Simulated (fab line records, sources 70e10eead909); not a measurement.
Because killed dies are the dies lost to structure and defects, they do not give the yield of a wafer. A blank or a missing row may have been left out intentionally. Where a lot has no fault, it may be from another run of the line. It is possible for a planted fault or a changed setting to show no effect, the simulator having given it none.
A struck lot beside a sound one ; flow nand_harc ; 18 steps out of a route of 1159
Sound: wafers L189.1, L189.2, L189.3. Struck: wafers L191.2, L191.3, L191.4. Last of all comes the cause.
Each step with rows lists, per side, the tool, then ch with its chambers, then its first start. Under that, the readings that differ: sound wafers ; struck wafers ; difference of the means ; sigmas: that difference in standard deviations of wafers without a fault.
alike: same words and numbers on both sides, and readings whose means sit less than 2 such deviations apart. not compared: any withheld reading, any reading some wafer has no value for, any bound like >300 that may hide the same value, and any number with overlapping values for which the record gives no deviation.
A row with sigmas, a row that says differs or no value, or rows on one side alone: a step with any of these is where the two part. Numbers that have no deviation but don't overlap get no sigmas and don't part them. A reading missing from all wafers of one side parts the sides only when that side holds two or more wafers.

NHARC_THIN_TSV_GRIND_00:
  sound on grinder-01 ch 0, day 21 12:32; struck on grinder-01 ch 0, day 22 16:04
  alike: motor_current_A
NHARC_THIN_TSV_CMP_01: polishes.
  sound on cmp-04 ch 0,2,3, day 21 13:47; struck on cmp-01 ch 1,2,3, day 22 17:08
  alike: motor_current_A, retaining_ring_pressure_frac
NHARC_THIN_TSV_THK_MEAS_02: measures by ir.
  sound on film_metro-01, day 21 14:01; struck on film_metro-01, day 22 17:22
  alike: thk_nm
then, 3 steps without rows for these wafers: NHARC_THIN_TSV_SRD_03; NHARC_THIN_TSV_PRECLEAN_41 (cleans in SC1); NHARC_THIN_TSV_SRD_42.
NHARC_THIN_TSV_DEP_43: deposits SiO2, target thk 1328.5 nm.
  sound on pecvd-02 ch 0,1,2, day 21 14:14; struck on pecvd-03 ch 0,1,2, day 22 17:38
  alike: chamber_pressure_Torr, mfc_precursor_sccm, rf_fwd_power_W, throttle_valve_pct
then, 5 steps without rows for these wafers: NHARC_THIN_TSV_DEHYDRATE_04 (time 120 s); NHARC_THIN_TSV_HMDS_05 (time 30 s); NHARC_THIN_TSV_COAT_06; NHARC_THIN_TSV_SOFTBAKE_07 (time 95 s); NHARC_THIN_TSV_EBR_08.
NHARC_THIN_TSV_EXPOSE_09: exposes mask TSV.
  sound on krf_scanner-01 ch 0, day 21 14:49; struck on krf_scanner-01 ch 0, day 22 18:16
reading;sound;struck;difference;sigmas
exposure_dose_mJ_cm2;30.72 30.70 30.75;17.04 17.04 17.04;-13.68;-99 or more
  alike: mask
then, 2 steps without rows for these wafers: NHARC_THIN_TSV_PEB_10 (peb time 85 s); NHARC_THIN_TSV_DEVELOP_11 (time 70 s).
NHARC_THIN_TSV_CD_MEAS_12 targets a cd of 1000 nm.
  sound on cd_sem-01 ch 0, day 21 14:58; struck on cd_sem-03 ch 0, day 22 18:25
reading;sound;struck;difference;sigmas
cd_nm (nm);1001.6 1002.1 1001.9;991.6 988.0 990.6;-11.8;-6
then, 1 step without rows for these wafers: NHARC_THIN_TSV_HARDBAKE_13 (time 80 s).
NHARC_END_SORT_01:
  the record has rows for the sound wafers here (prober-01 ch 0, day 22 14:46) and none for the struck ones

== WHERE THEY PART ==
Earliest at NHARC_THIN_TSV_EXPOSE_09; latest, in this record, at NHARC_END_SORT_01.

WHY: what the simulator had put in
Process parameters drifting: krf_scanner-01 at NHARC_THIN_TSV_EXPOSE_09, beginning at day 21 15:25. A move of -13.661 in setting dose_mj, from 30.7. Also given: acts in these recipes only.
